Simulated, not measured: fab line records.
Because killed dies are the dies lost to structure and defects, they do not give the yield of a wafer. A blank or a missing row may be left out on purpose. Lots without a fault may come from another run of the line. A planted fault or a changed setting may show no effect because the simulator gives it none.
fab line records | flow nand-harc
record lots=5 | wafers=15 | last-day=33
route steps=1302 shown A_CONTACT@1052 END@1302
lots that met no fault: from a run of the same line without faults
start-h: hours from the record's opening day to when the first of the lot's shown wafers began | wait-h: how many hours have passed since the lot's step before this one | " the same as in the row above | L1.1+2: a single row standing in for several wafers | - value missing, or start not given | * or withheld: withheld | < > ~ a bound
route shown NAME@n: NAME is a module with steps in the file, n the number in the route of the first one | usual: mean/standard deviation taken from wafers without a fault | same: alike in all rows | chamber/n: place in a boat | sites: per-site readings | _std_site: how widely they spread, as a standard deviation | _edge_site: outer sites' mean less inner sites' | radius-mm: for every site, how far away it sits from the centre of the wafer | mask NAME#n: copy n | behind: tool/chamber where the wafer was last shaped | hold: why the lot went on hold/how many hours it stayed there/how the hold came to an end | device: the n, p or np transistor that did not switch | end of line: at the end of the route, the tests of the same wafers | where a step has no rows: the recipe by itself | killed: at the first sort, the dies lost to defects and structure; wafer yield is something else | map: shows each die of a wafer: x if killed, . if not, _ if none is there
set.NAME: setting as actually run; set.NAME@STEP: the setting as run at that earlier step | model.NAME: the simulator's own value behind a step, which no gauge read
a table for each step, a row for each wafer; lots at some steps of the route
services: a tool's chamber out of use, with start hour (start-h, from the record's first day; less than 0 if before it), hours out, and reason
## steps
# step NHARC_A_CONTACT_ETCH_129
# recipe source-w=withheld | pressure-mtorr=20 | bias-v=3000 | time-s=197 | target-depth-a=19180 | ar-flow-sccm=withheld | c4f8-flow-sccm=withheld | o2-flow-sccm=withheld | chemistry=C4F8/O2/Ar
# step NHARC_A_CONTACT_ETCH_130
# recipe source-w=withheld | pressure-mtorr=20 | bias-v=3000 | time-s=197 | target-depth-a=19180 | ar-flow-sccm=withheld | c4f8-flow-sccm=withheld | o2-flow-sccm=withheld | chemistry=C4F8/O2/Ar
# step NHARC_A_CONTACT_ETCH_131
# recipe source-w=withheld | pressure-mtorr=20 | bias-v=3000 | time-s=197 | target-depth-a=19180 | ar-flow-sccm=withheld | c4f8-flow-sccm=withheld | o2-flow-sccm=withheld | chemistry=C4F8/O2/Ar
# step NHARC_A_CONTACT_ETCH_132
# recipe source-w=withheld | pressure-mtorr=20 | bias-v=3000 | time-s=197 | target-depth-a=19240 | ar-flow-sccm=withheld | c4f8-flow-sccm=withheld | o2-flow-sccm=withheld | chemistry=C4F8/O2/Ar
# usual oes-air-line-au=1.002/0.02
lot.wafer | tool            | chamber | start-h | wait-h | oes-air-line-au | rf-hours-counter-h
L627.2    | har-cap-etch-01 | 1       | 531.57  | 0.2    | 0.990           | 6
L627.1    | "               | 0       | "       | "      | 1.000           | 6
L627.5    | "               | 0       | "       | "      | 0.990           | -
L633.1    | har-cap-etch-01 | 1       | 595.34  | 0.1    | 0.991           | 15
L633.6    | "               | 0       | "       | "      | 0.999           | -
L633.5    | "               | 1       | "       | "      | 0.980           | -
L636.1    | har-cap-etch-01 | 0       | 630.84  | 0.1    | 0.981           | 22
L636.2    | "               | 1       | "       | "      | 0.986           | 22
L636.3    | "               | 0       | "       | "      | 1.028           | -
L644.3    | har-cap-etch-02 | 1       | 724.87  | 0.1    | 0.984           | -
L644.4    | "               | 0       | "       | "      | 0.974           | -
L644.6    | "               | 1       | "       | "      | 0.977           | -
L645.2    | har-cap-etch-03 | 0       | 733.30  | 0.1    | 0.994           | 84
L645.1    | "               | 1       | "       | "      | 1.042           | 84
L645.3    | "               | 1       | "       | "      | 1.016           | -
# step NHARC_A_CONTACT_ETCH_133
# recipe source-w=withheld | pressure-mtorr=20 | bias-v=400 | time-s=374 | target-depth-a=16100 | ar-flow-sccm=withheld | c4f8-flow-sccm=11.5 | o2-flow-sccm=7.2 | chemistry=C4F8/O2/Ar
# usual oes-air-line-au=1.000/0.02
lot.wafer | tool            | chamber | start-h | wait-h | oes-air-line-au | rf-hours-counter-h
L627.2    | har-cap-etch-01 | 1       | 531.80  | 0.2    | 1.009           | 6
L627.1    | "               | 0       | "       | "      | 1.043           | 6
L627.5    | "               | 0       | "       | "      | 1.009           | -
L633.1    | har-cap-etch-01 | 1       | 595.55  | 0.2    | 1.011           | 16
L633.6    | "               | 0       | "       | "      | 0.999           | -
L633.5    | "               | 1       | "       | "      | 1.011           | -
L636.1    | har-cap-etch-01 | 0       | 631.02  | 0.1    | 1.003           | 23
L636.2    | "               | 1       | "       | "      | 1.014           | 23
L636.3    | "               | 0       | "       | "      | 0.979           | -
L644.3    | har-cap-etch-02 | 1       | 725.13  | 0.2    | 0.986           | -
L644.4    | "               | 0       | "       | "      | 1.019           | -
L644.6    | "               | 1       | "       | "      | 1.003           | -
L645.2    | har-cap-etch-03 | 0       | 733.48  | 0.1    | 0.996           | 84
L645.1    | "               | 1       | "       | "      | 1.009           | 84
L645.3    | "               | 1       | "       | "      | 1.001           | -
# step NHARC_A_CONTACT_ETCH_91
# recipe target-depth-a=400 | over-etch-frac=0.5 | time-s=85.7 | ion-energy-ev=120 | ch3f-flow-sccm=50 | o2-flow-sccm=30 | ar-flow-sccm=200 | rf-w=500 | bias-w=100 | chemistry=CH3F/O2
# usual drypump-motor-current-A=5.9/0.53 | o2-flow-sccm=30.00/0.086 | oes-product-au=0.94/0.031 | rf-vpp-V=244.6/1.4 | showerhead-plenum-p-Torr=2.48/0.095 | throttle-valve-pct=20.664/0.0094
lot.wafer | tool        | chamber | start-h | wait-h | drypump-motor-current-A | o2-flow-sccm | oes-product-au | rf-hours-counter-h | rf-vpp-V | showerhead-plenum-p-Torr | throttle-valve-pct
L627.2    | rie-diel-10 | 3       | 532.74  | 0.8    | 6.6                     | 29.83        | 0.93           | 24                 | 244.3    | 2.42                     | 20.660
L627.1    | "           | 0       | "       | "      | 5.3                     | 29.88        | 0.91           | 26                 | 243.9    | 2.48                     | 20.658
L627.5    | "           | 2       | "       | "      | 5.8                     | 29.97        | 0.93           | -                  | 245.5    | 2.60                     | 20.655
L633.1    | rie-diel-10 | 2       | 596.30  | 0.7    | 5.8                     | 29.92        | 0.93           | 28                 | 246.3    | 2.60                     | 20.661
L633.6    | "           | 0       | "       | "      | 5.3                     | 29.99        | 0.91           | -                  | 245.6    | 2.47                     | 20.653
L633.5    | "           | 1       | "       | "      | 6.5                     | 30.00        | 0.92           | -                  | 244.6    | 2.50                     | 20.651
L636.2    | rie-diel-10 | 0       | 631.82  | 0.7    | 5.3                     | 29.89        | 0.92           | 3                  | 244.2    | 2.47                     | 20.658
L636.1    | "           | 1       | "       | "      | 6.5                     | 30.15        | 0.89           | 3                  | 245.9    | 2.50                     | 20.674
L636.3    | "           | 2       | "       | "      | 5.8                     | 29.77        | 0.91           | 3                  | 245.1    | 2.60                     | 20.661
L644.4    | rie-diel-10 | 0       | 725.77  | 0.5    | 5.3                     | 29.95        | 0.94           | 20                 | 244.2    | 2.46                     | 20.660
L644.3    | "           | 1       | "       | "      | 6.5                     | 29.92        | 0.90           | 20                 | 244.7    | 2.50                     | 20.664
L644.6    | "           | 0       | "       | "      | 5.3                     | 29.97        | 0.93           | -                  | 244.6    | 2.47                     | 20.667
L645.1    | rie-diel-10 | 1       | 734.26  | 0.6    | 6.5                     | 29.71        | 0.91           | 21                 | 245.3    | 2.50                     | 20.661
L645.3    | "           | 2       | "       | "      | 5.8                     | 30.03        | 0.92           | 23                 | 245.5    | 2.59                     | 20.663
L645.2    | "           | 0       | "       | "      | 5.3                     | 30.00        | 0.93           | 22                 | 244.5    | 2.46                     | 20.664
# step NHARC_A_CONTACT_ETCH_97
# recipe target-depth-a=200 | over-etch-frac=0.5 | time-s=10 | ion-energy-ev=250 | c4f6-flow-sccm=25 | o2-flow-sccm=20 | ar-flow-sccm=500 | rf-w=600 | bias-w=500 | chemistry=C4F6/O2
# step NHARC_A_CONTACT_CD_MEAS_80
# usual cd-nm=290.0/0.77
lot.wafer | tool      | chamber | start-h | wait-h | cd-nm
L627.1    | cd-sem-03 | -       | 532.95  | -      | 290.3
L627.2    | "         | -       | "       | "      | 290.2
L627.5    | "         | -       | "       | "      | 290.5
L633.1    | cd-sem-03 | -       | 597.04  | -      | 291.1
L633.5    | "         | -       | "       | "      | 290.8
L633.6    | "         | -       | "       | "      | 290.4
L636.1    | cd-sem-02 | -       | 632.02  | -      | 290.6
L636.2    | "         | -       | "       | "      | 290.3
L636.3    | "         | -       | "       | "      | 290.3
L644.3    | cd-sem-01 | -       | 725.99  | -      | 289.9
L644.4    | "         | -       | "       | "      | 290.3
L644.6    | "         | -       | "       | "      | 290.0
L645.1    | cd-sem-03 | -       | 734.48  | -      | 290.0
L645.2    | "         | -       | "       | "      | 289.8
L645.3    | "         | -       | "       | "      | 290.4
# step NHARC_A_CONTACT_STRIP_103
# recipe n2-flow-sccm=150 | h2-flow-sccm=150 | ar-flow-sccm=0 | bias-w=0 | chemistry=N2/H2
# step NHARC_A_CONTACT_STRIP_104
# recipe cf4-flow-sccm=100 | chf3-flow-sccm=30 | ar-flow-sccm=0 | bias-w=0 | chemistry=CF4/CHF3
# step NHARC_A_CONTACT_STRIP_105
# recipe o2-flow-sccm=400 | cos-flow-sccm=20 | ar-flow-sccm=0 | bias-w=0 | chemistry=O2/COS
# step NHARC_A_CONTACT_ETCH_106
# recipe target-depth-a=900 | overetch-a=90 | time-s=49.5 | ion-energy-ev=100 | cf4-flow-sccm=80 | o2-flow-sccm=20 | ar-flow-sccm=0 | rf-w=300 | bias-w=100 | chemistry=CF4/O2
# step NHARC_A_CONTACT_STRIP_82
# recipe o2-flow-sccm=500 | ar-flow-sccm=0 | bias-w=0 | chemistry=O2
# usual drypump-motor-current-A=5.9/0.52 | o2-flow-sccm=500.0/1.5 | oes-product-au=0.996/0.011 | rf-vpp-V=57.9/0.92 | showerhead-plenum-p-Torr=3.55/0.14 | throttle-valve-pct=17.036/0.0098
lot.wafer | tool        | chamber | start-h | wait-h | drypump-motor-current-A | o2-flow-sccm | oes-product-au | rf-hours-counter-h | rf-vpp-V | showerhead-plenum-p-Torr | throttle-valve-pct
L627.1    | rie-diel-10 | 3       | 533.33  | -      | 6.6                     | 497.2        | 1.001          | 24                 | 57.8     | 3.48                     | 17.027
L627.2    | "           | 0       | "       | "      | 5.3                     | 500.2        | 0.981          | 26                 | 58.7     | 3.55                     | 17.035
L627.5    | "           | 3       | "       | "      | 6.6                     | 499.6        | 1.005          | -                  | 58.5     | 3.48                     | 17.026
L633.1    | rie-diel-13 | 1       | 597.49  | -      | 5.4                     | 499.2        | 1.003          | 24                 | 57.2     | 3.32                     | 17.039
L633.6    | "           | 2       | "       | "      | 6.6                     | 499.9        | 1.004          | -                  | 56.9     | 3.41                     | 17.056
L633.5    | "           | 3       | "       | "      | 5.5                     | 498.4        | 0.999          | -                  | 57.6     | 3.32                     | 17.038
L636.2    | rie-diel-13 | 3       | 632.42  | -      | 5.6                     | 500.9        | 0.987          | 26                 | 57.5     | 3.32                     | 17.042
L636.3    | "           | 0       | "       | "      | 5.5                     | 499.6        | 0.983          | 25                 | 58.7     | 3.76                     | 17.036
L636.1    | "           | 1       | "       | "      | 5.4                     | 500.7        | 1.004          | 35                 | 56.5     | 3.31                     | 17.041
L644.3    | rie-diel-10 | 2       | 726.41  | -      | 5.8                     | 500.5        | 0.993          | 21                 | 57.8     | 3.71                     | 17.044
L644.4    | "           | 3       | "       | "      | 6.6                     | 500.1        | 1.006          | 18                 | 56.6     | 3.47                     | 17.030
L644.6    | "           | 0       | "       | "      | 5.3                     | 499.8        | 1.013          | -                  | 58.1     | 3.54                     | 17.036
L645.2    | rie-diel-10 | 2       | 734.85  | -      | 5.7                     | 500.1        | 1.000          | 23                 | 59.8     | 3.71                     | 17.030
L645.3    | "           | 0       | "       | "      | 5.3                     | 500.5        | 1.013          | 22                 | 56.9     | 3.54                     | 17.038
L645.1    | "           | 1       | "       | "      | 6.5                     | 497.3        | 0.980          | 21                 | 58.5     | 3.58                     | 17.048
# step NHARC_A_CONTACT_STRIP_83
# recipe time-s=600 | temp-c=30 | chemistry=post-etch-residue-remover
# step NHARC_A_CONTACT_DEP_84
# recipe target-thk-a=28000 | temp-c=400 | material=aC
# step NHARC_A_CONTACT_DEP_85
# recipe target-thk-a=600 | target-thk-nm=60 | temp-c=400 | pressure-torr=3.5 | flow-sccm=200 | rf-w=350 | material=SiON
# step NHARC_A_CONTACT_DEHYDRATE_00
# recipe temp-c=150 | time-s=120
# step NHARC_A_CONTACT_HMDS_01
# recipe time-s=30
# step NHARC_A_CONTACT_COAT_86
# recipe temp-c=260 | time-s=75
# step NHARC_A_CONTACT_COAT_87
# recipe temp-c=225 | time-s=65
# step NHARC_A_CONTACT_COAT_02
# recipe spin-rpm=1500 | resist-thk-nm=90
# step NHARC_A_CONTACT_SOFTBAKE_03
# recipe temp-c=105 | time-s=55
# step NHARC_A_CONTACT_EBR_04
# step NHARC_A_CONTACT_EXPOSE_05
# recipe na=1.35 | sigma-outer=0.8 | dose-mj=84.24 | mask-id=A_CC
# step NHARC_A_CONTACT_PEB_06
# recipe peb-temp-c=100 | peb-time-s=65
# step NHARC_A_CONTACT_DEVELOP_07
# recipe develop-time-s=35 | dev-temp-c=23
# step NHARC_A_CONTACT_CD_MEAS_08
# recipe target-cd-nm=200 | landing-energy-ev=500
# usual cd-nm=200.0/0.49
lot.wafer | tool      | chamber | start-h | wait-h | cd-nm
L627.1    | cd-sem-02 | 0       | 537.23  | -      | 200.0
L627.2    | "         | 0       | "       | "      | 200.4
L627.5    | "         | 0       | "       | "      | 199.6
L633.1    | cd-sem-01 | 0       | 601.42  | -      | 199.8
L633.5    | "         | 0       | "       | "      | 200.2
L633.6    | "         | 0       | "       | "      | 199.9
L636.1    | cd-sem-01 | 0       | 635.65  | -      | 200.3
L636.2    | "         | 0       | "       | "      | 200.6
L636.3    | "         | 0       | "       | "      | 199.6
L644.3    | cd-sem-01 | 0       | 729.46  | -      | 200.8
L644.4    | "         | 0       | "       | "      | 200.6
L644.6    | "         | 0       | "       | "      | 200.6
L645.1    | cd-sem-01 | 0       | 737.90  | -      | 199.5
L645.2    | "         | 0       | "       | "      | 199.1
L645.3    | "         | 0       | "       | "      | 199.9
# step NHARC_A_CONTACT_OVL_MEAS_09
# usual overlay-x-nm=-0.1/0.88 | overlay-y-nm=0.0/0.8
lot.wafer | tool       | chamber | start-h | wait-h | overlay-x-nm | overlay-y-nm
L627.1    | overlay-02 | -       | 537.32  | -      | -0.1         | 0.0
L627.2    | "          | -       | "       | "      | 0.2          | -0.3
L627.5    | "          | -       | "       | "      | 0.3          | -1.3
L633.1    | overlay-02 | -       | 601.50  | -      | 0.4          | -0.5
L633.5    | "          | -       | "       | "      | 0.6          | -1.3
L633.6    | "          | -       | "       | "      | 1.1          | -1.0
L636.1    | overlay-02 | -       | 635.74  | -      | -2.9         | 0.4
L636.2    | "          | -       | "       | "      | -2.2         | 1.2
L636.3    | "          | -       | "       | "      | -2.0         | 0.3
L644.3    | overlay-01 | -       | 729.54  | -      | -1.2         | -1.0
L644.4    | "          | -       | "       | "      | -1.2         | -1.3
L644.6    | "          | -       | "       | "      | -1.7         | -1.0
L645.1    | overlay-02 | -       | 737.99  | -      | -0.1         | 1.5
L645.2    | "          | -       | "       | "      | -0.8         | 1.9
L645.3    | "          | -       | "       | "      | -0.5         | 1.4
# step NHARC_A_CONTACT_DESCUM_13
# recipe time-s=3 | o2-flow-sccm=200 | ar-flow-sccm=0 | bias-power-w=0 | chemistry=O2
# step NHARC_A_CONTACT_ETCH_88
# recipe target-depth-a=390 | over-etch-frac=0.3 | time-s=65 | ion-energy-ev=80 | cf4-flow-sccm=150 | ar-flow-sccm=0 | rf-w=300 | bias-w=100 | chemistry=CF4
# step NHARC_A_CONTACT_ETCH_89
# recipe target-depth-a=2600 | over-etch-frac=0.3 | time-s=475.3 | ion-energy-ev=200 | n2-flow-sccm=150 | h2-flow-sccm=150 | ar-flow-sccm=0 | rf-w=400 | bias-w=150 | chemistry=N2/H2
# step NHARC_A_CONTACT_ETCH_30
# recipe target-depth-a=726 | time-s=36.3 | cf4-flow-sccm=100 | chf3-flow-sccm=30 | ar-flow-sccm=0 | rf-w=500 | bias-w=200 | chemistry=CF4/CHF3
# step NHARC_A_CONTACT_ETCH_31
# recipe target-depth-a=28000 | over-etch-frac=0.3 | time-s=728 | ion-energy-ev=150 | o2-flow-sccm=400 | cos-flow-sccm=20 | ar-flow-sccm=0 | rf-w=500 | bias-w=300 | chemistry=O2/COS
# step NHARC_A_CONTACT_ETCH_134
# recipe source-w=withheld | pressure-mtorr=20 | bias-v=withheld | time-s=140 | target-depth-a=7000 | ar-flow-sccm=withheld | c4f8-flow-sccm=withheld | o2-flow-sccm=withheld | chemistry=C4F8/O2/Ar
# step NHARC_A_CONTACT_ETCH_135
# recipe source-w=withheld | pressure-mtorr=20 | bias-v=1200 | time-s=311 | target-depth-a=19120 | ar-flow-sccm=withheld | c4f8-flow-sccm=withheld | o2-flow-sccm=withheld | chemistry=C4F8/O2/Ar
# step NHARC_A_CONTACT_ETCH_136
# recipe source-w=withheld | pressure-mtorr=20 | bias-v=1200 | time-s=311 | target-depth-a=19120 | ar-flow-sccm=withheld | c4f8-flow-sccm=withheld | o2-flow-sccm=withheld | chemistry=C4F8/O2/Ar
# step NHARC_A_CONTACT_ETCH_137
# recipe source-w=withheld | pressure-mtorr=20 | bias-v=1200 | time-s=311 | target-depth-a=19120 | ar-flow-sccm=withheld | c4f8-flow-sccm=withheld | o2-flow-sccm=withheld | chemistry=C4F8/O2/Ar
# step NHARC_A_CONTACT_ETCH_138
# recipe source-w=withheld | pressure-mtorr=20 | bias-v=1200 | time-s=311 | target-depth-a=19140 | ar-flow-sccm=withheld | c4f8-flow-sccm=withheld | o2-flow-sccm=withheld | chemistry=C4F8/O2/Ar
# usual oes-air-line-au=1.003/0.019
lot.wafer | tool            | chamber | start-h | wait-h | oes-air-line-au | rf-hours-counter-h
L627.1    | har-cap-etch-02 | 0       | 539.55  | 0.2    | 1.033           | 97
L627.2    | "               | 1       | "       | "      | 1.003           | 97
L627.5    | "               | 1       | "       | "      | 1.030           | -
L633.1    | har-cap-etch-02 | 0       | 604.44  | 0.2    | 1.029           | 105
L633.6    | "               | 1       | "       | "      | 0.981           | -
L633.5    | "               | 0       | "       | "      | 1.025           | -
L636.2    | har-cap-etch-03 | 0       | 637.97  | 0.2    | 1.033           | 68
L636.1    | "               | 1       | "       | "      | 1.005           | 68
L636.3    | "               | 0       | "       | "      | 1.021           | -
L644.4    | har-cap-etch-02 | 0       | 732.17  | 0.2    | 1.014           | -
L644.3    | "               | 1       | "       | "      | 0.972           | -
L644.6    | "               | 1       | "       | "      | 0.954           | -
L645.1    | har-cap-etch-03 | 0       | 740.23  | 0.2    | 1.037           | 85
L645.2    | "               | 1       | "       | "      | 1.014           | 85
L645.3    | "               | 1       | "       | "      | 1.009           | -
# step NHARC_A_CONTACT_ETCH_139
# recipe source-w=withheld | pressure-mtorr=20 | bias-v=400 | time-s=195 | target-depth-a=8400 | ar-flow-sccm=withheld | c4f8-flow-sccm=11.5 | o2-flow-sccm=7.2 | chemistry=C4F8/O2/Ar
# usual oes-air-line-au=0.999/0.019
lot.wafer | tool            | chamber | start-h | wait-h | oes-air-line-au | rf-hours-counter-h
L627.1    | har-cap-etch-02 | 0       | 539.82  | 0.2    | 1.012           | 97
L627.2    | "               | 1       | "       | "      | 0.995           | 97
L627.5    | "               | 1       | "       | "      | 0.966           | -
L633.1    | har-cap-etch-02 | 0       | 604.71  | 0.2    | 1.020           | 105
L633.6    | "               | 1       | "       | "      | 1.039           | -
L633.5    | "               | 0       | "       | "      | 0.974           | -
L636.2    | har-cap-etch-03 | 0       | 638.25  | 0.2    | 0.982           | 68
L636.1    | "               | 1       | "       | "      | 0.986           | 68
L636.3    | "               | 0       | "       | "      | 0.983           | -
L644.4    | har-cap-etch-02 | 0       | 732.45  | 0.2    | 0.975           | -
L644.3    | "               | 1       | "       | "      | 1.015           | -
L644.6    | "               | 1       | "       | "      | 1.011           | -
L645.1    | har-cap-etch-03 | 0       | 740.50  | 0.2    | 1.009           | 85
L645.2    | "               | 1       | "       | "      | 0.982           | 85
L645.3    | "               | 1       | "       | "      | 0.985           | -
# step NHARC_A_CONTACT_ETCH_92
# recipe target-depth-a=400 | over-etch-frac=0.5 | time-s=85.7 | ion-energy-ev=120 | ch3f-flow-sccm=50 | o2-flow-sccm=30 | ar-flow-sccm=200 | rf-w=500 | bias-w=100 | chemistry=CH3F/O2
# step NHARC_A_CONTACT_ETCH_98
# recipe target-depth-a=200 | over-etch-frac=0.5 | time-s=10 | ion-energy-ev=250 | c4f6-flow-sccm=25 | o2-flow-sccm=20 | ar-flow-sccm=500 | rf-w=600 | bias-w=500 | chemistry=C4F6/O2
# step NHARC_END_SORT_01
# recipe temp-c=25
# usual killed-at-array=52/18 | killed-at-other=1.2/1.5 | killed-at-periphery=4/3.2 | killed-dies=57/17 | killed-open=3.1/1.9 | killed-short=2.5/1.7
# same gross-dies=677
lot.wafer | tool      | chamber | start-h | wait-h | killed-at-array | killed-at-other | killed-at-periphery | killed-dies | killed-open | killed-short
L636.2    | prober-02 | 0       | 686.33  | 2.8    | 137             | 1               | 4                   | 142         | 5           | 4
# killed by level:class
L636.2 A_CONTACT:unspecified=68 A_CHANNEL_HOLE_D1:chamber-film-flake=34 A_SLIT:chamber-film-flake=25 P_M0:geometric-particle:short=2 P_GATE:chamber-film-flake=2 A_ZERO_WELL:chamber-film-flake=2 A_ONON_D2:geometric-particle:open=1 A_CHANNEL_HOLE_D2:geometric-particle:short=1
# map L636.2 (x killed, . not)
____________.____________
_________......._________
_______..........._______
______.............______
_____..............._____
____........x........____
____......x.x.x....x.____
___........x........x.___
___.................xx___
__..x.........x...xxxxx__
__.x............xx..xxx__
_xxxx..............xxx.._
_xxxxx...........x.xxxx._
_xxxx.x..........xxxxxxx_
_xxxxx.......x...xxxx..._
_xxxxx.................._
xxxxxxx..................
xxxxxx..............x....
xxxxxx........x..........
xxxxxx...................
xxxxx.........x..........
_xxxxx.................._
_xxxx....x.............._
_x............x........._
_x..x..............x...._
_...................x..._
__.....................__
__...................x.__
___...................___
___..........x.xx.....___
____..........x......____
____..........x......____
_____....x.xx.x.xxx._____
______....x.xxxxxx.______
_______.......xx.._______
_________xx.xxx._________
____________.____________
# map L633.6 (x killed, . not)
____________.____________
_________......._________
_______..........._______
______......x......______
_____..............._____
____.................____
____..........x......____
___.................x.___
___...............x.xx___
__..................x.x__
__...x...........xxxx.x__
_.................xxxxxx_
_.....x..x........xxx.x._
_....x.x..........x.xxx._
_.x..xxx......x..x..x..._
_....x................x._
...x..xxxx............x..
....x.x..................
.........................
.........................
x.......................x
_.................x....._
_................x......_
_......................._
_......................._
_......................._
__...............x.....__
__.....................__
___..x................___
___.........x..x......___
____..x..x.x..xx...x.____
____........x.xxx....____
_____......xxxxxxx.._____
______.....xxxxxx..______
_______...x.xxxxx._______
_________..xxxxx_________
____________x____________
## services
tool            | chamber | start-h | hours | kind
rie-diel-13     | -       | 521.62  | 9.0   | pm
har-cap-etch-02 | -       | 522.28  | 15.4  | repair
rie-diel-10     | 0       | 527.43  | -     | clean
rie-diel-10     | 1       | 527.43  | -     | clean
rie-diel-10     | 2       | 527.43  | -     | clean
rie-diel-10     | 3       | 527.43  | -     | clean
har-cap-etch-03 | -       | 542.91  | 4.3   | repair
rie-diel-10     | 0       | 551.93  | -     | clean
rie-diel-10     | 1       | 551.93  | -     | clean
rie-diel-10     | 2       | 551.93  | -     | clean
rie-diel-10     | 3       | 551.93  | -     | clean
har-cap-etch-02 | -       | 555.04  | 11.3  | repair
rie-diel-10     | 0       | 565.13  | 10.6  | repair
rie-diel-10     | 1       | 570.87  | 4.5   | repair
rie-diel-10     | 3       | 596.81  | 1.9   | repair
rie-diel-10     | -       | 596.95  | 9.0   | pm
rie-diel-10     | -       | 641.96  | 0.8   | repair
rie-diel-10     | 1       | 648.03  | 4.8   | repair
rie-diel-10     | 3       | 651.17  | 4.0   | repair
rie-diel-13     | -       | 698.62  | 9.0   | pm
har-cap-etch-01 | -       | 708.57  | 0.4   | repair
rie-diel-13     | 3       | 712.09  | 16.9  | repair
har-cap-etch-02 | -       | 722.38  | 0.4   | repair
rie-diel-10     | 1       | 737.59  | 4.1   | repair
## key
first-sign step=NHARC_END_SORT_01 | reading=killed-dies | direction=up | sigmas=5 | usual=57 | struck=142
effect step=NHARC_END_SORT_01 | reading=killed-at-array | direction=up | sigmas=4.8 | usual=52 | struck=137
more-kills-born-at NHARC_A_CONTACT_STRIP_82@rie-diel-13=68
met-at NHARC_A_CONTACT_STRIP_82
struck-wafers L636.2
tester-left-out L636
onset-between 597.49 632.42
fault kind=chamber-particle-source | tool=rie-diel-13 | chamber=3 | onset-h=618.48 | steps=NHARC_A_CONTACT_STRIP_82 | rate-per-visit-cm2=1.4298 | end-h=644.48
# tester-left-out: of these lots the tester's yield and bins aren't shown, on N5 and GAA mostly nor the transistor test; their killed dies are dies lost to structure and defects alone, not to doping, threshold or leakage, so they don't give the yield
